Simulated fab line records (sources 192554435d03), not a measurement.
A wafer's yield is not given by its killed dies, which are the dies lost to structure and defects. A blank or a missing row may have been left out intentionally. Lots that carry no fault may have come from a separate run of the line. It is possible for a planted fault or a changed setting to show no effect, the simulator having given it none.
Matching of chambers ; flow n5 finfet ; rie diel-04 running N5_BEOL_M0_CUTY_ETCH_63: 4 sister chambers
The step etches SOC in N2/H2, target depth 82.7 nm, overetch 16.5 nm, time 124 s. 18 wafers are shown with their chamber, then 9 later ones without.

WAFERS PAIRED WITH THEIR CHAMBERS
wafer;chamber;throttle valve pct (%);drypump motor current A (A);showerhead plenum p Torr (Torr)
L076.1;2;18.35;5.4;2.63
L076.2;3;17.56;6.5;2.64
L076.3;1;17.40;5.3;2.57
L076.4;3;17.55;6.5;2.64
L076.5;2;18.35;5.4;2.63
L076.6;1;17.40;5.3;2.57
L077.1;2;18.37;5.5;2.63
L077.2;1;17.42;5.3;2.57
L077.5;1;17.42;5.3;2.57
L081.1;0;17.66;6.4;2.72
L081.2;2;18.39;5.5;2.63
L081.3;3;17.56;6.5;2.64
L081.4;1;17.43;5.3;2.56
L081.5;0;17.66;6.4;2.72
L081.6;3;17.56;6.5;2.64
L086.1;1;17.45;5.4;2.56
L086.4;2;18.41;5.4;2.62
L086.6;3;17.59;6.5;2.63

SIGNATURES (averages over the wafers above)
reading;chamber 0;chamber 1;chamber 2;chamber 3;scatter within a chamber
throttle valve pct;17.6600;17.4200;18.3740;17.5640;0.0197
drypump motor current A;6.400;5.317;5.440;6.500;0.0381
showerhead plenum p Torr;2.7200;2.5667;2.6280;2.6380;0.00458
Rule: for a wafer and a chamber, the distance is found by dividing, reading by reading, the gap between the wafer's reading and the chamber's mean by the reading's scatter, squaring, summing and taking the root. If the next closest chamber is less than 2 further off than the closest, the wafer can't be placed; otherwise it belongs to the closest. The scatter: the root of (the sum of the squares of (reading less its chamber's mean) over the shown wafers, divided by (wafers less chambers)).

WAFERS WHOSE CHAMBER IS MISSING
wafer;throttle valve pct (%);drypump motor current A (A);showerhead plenum p Torr (Torr)
L088.1;18.39;5.5;2.62
L088.2;17.70;6.4;2.71
L088.3;17.44;5.3;2.56
L088.4;17.60;6.5;2.63
L088.5;17.45;5.3;2.56
L088.6;18.39;5.5;2.62
L095.1;17.62;6.5;2.62
L095.2;17.73;6.4;2.70
L095.4;17.48;5.3;2.54

CHAMBER TAKEN BY EACH
wafer;from the rows above;in truth
L088.1;2;2
L088.2;0;0
L088.3;1;1
L088.4;3;3
L088.5;1;1
L088.6;2;2
L095.1;3;3
L095.2;0;0
L095.4;1;1
9 of 9 placed correctly. Number that these rows cannot place: 0. Wrongly placed: 0.
